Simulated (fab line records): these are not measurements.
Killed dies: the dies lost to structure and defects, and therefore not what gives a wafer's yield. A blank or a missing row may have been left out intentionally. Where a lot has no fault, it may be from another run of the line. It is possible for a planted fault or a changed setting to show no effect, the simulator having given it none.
Matching of chambers / flow nandHarc / NHARC_HYBRID_BOND_ACTIVATE_00 on rieDiel-11 has 4 sister chambers
The step chemistry N2, time 60 s. 8 wafers are shown with their chamber, then 9 later ones without.

## WAFERS WITH THEIR CHAMBER
wafer=L285.3; chamber=3; showerheadPlenumPTorr (Torr)=1.79; drypumpMotorCurrentA (A)=6.1
wafer=L286.1; chamber=1; showerheadPlenumPTorr (Torr)=1.75; drypumpMotorCurrentA (A)=6.3
wafer=L286.5; chamber=2; showerheadPlenumPTorr (Torr)=1.87; drypumpMotorCurrentA (A)=5.4
wafer=L298.1; chamber=3; showerheadPlenumPTorr (Torr)=1.79; drypumpMotorCurrentA (A)=6.2
wafer=L298.5; chamber=1; showerheadPlenumPTorr (Torr)=1.75; drypumpMotorCurrentA (A)=6.3
wafer=L297.2; chamber=0; showerheadPlenumPTorr (Torr)=1.71; drypumpMotorCurrentA (A)=5.4
wafer=L297.3; chamber=2; showerheadPlenumPTorr (Torr)=1.86; drypumpMotorCurrentA (A)=5.4
wafer=L297.6; chamber=0; showerheadPlenumPTorr (Torr)=1.71; drypumpMotorCurrentA (A)=5.4

## WAFERS WITHOUT THEIR CHAMBER
wafer=L299.1; showerheadPlenumPTorr (Torr)=1.75; drypumpMotorCurrentA (A)=6.3
wafer=L299.2; showerheadPlenumPTorr (Torr)=1.71; drypumpMotorCurrentA (A)=5.3
wafer=L299.4; showerheadPlenumPTorr (Torr)=1.79; drypumpMotorCurrentA (A)=6.1
wafer=L300.2; showerheadPlenumPTorr (Torr)=1.75; drypumpMotorCurrentA (A)=6.3
wafer=L300.4; showerheadPlenumPTorr (Torr)=1.71; drypumpMotorCurrentA (A)=5.4
wafer=L300.6; showerheadPlenumPTorr (Torr)=1.71; drypumpMotorCurrentA (A)=5.4
wafer=L302.3; showerheadPlenumPTorr (Torr)=1.75; drypumpMotorCurrentA (A)=6.3
wafer=L302.4; showerheadPlenumPTorr (Torr)=1.71; drypumpMotorCurrentA (A)=5.4
wafer=L302.5; showerheadPlenumPTorr (Torr)=1.71; drypumpMotorCurrentA (A)=5.3

## CHAMBER TAKEN BY EACH
wafer=L299.1; from the rows above=1; in truth=1
wafer=L299.2; from the rows above=0; in truth=0
wafer=L299.4; from the rows above=3; in truth=3
wafer=L300.2; from the rows above=1; in truth=1
wafer=L300.4; from the rows above=0; in truth=0
wafer=L300.6; from the rows above=0; in truth=0
wafer=L302.3; from the rows above=1; in truth=1
wafer=L302.4; from the rows above=0; in truth=0
wafer=L302.5; from the rows above=0; in truth=0
9 of 9 placed correctly. Left unplaced by these rows: 0. 0 placed wrongly.
How it was worked out, from the rows above alone: a wafer's distance from a chamber is the root of the sum, over the readings, of the square of ((its reading less the chamber's mean) divided by the reading's scatter). The wafer belongs to the nearest chamber; if the next one is less than 2 further off, it can't be placed. For every chamber, the mean is computed from those of its wafers that are shown. The scatter: the root of (the sum of the squares of (reading less its chamber's mean) over the shown wafers, divided by (wafers less chambers)).
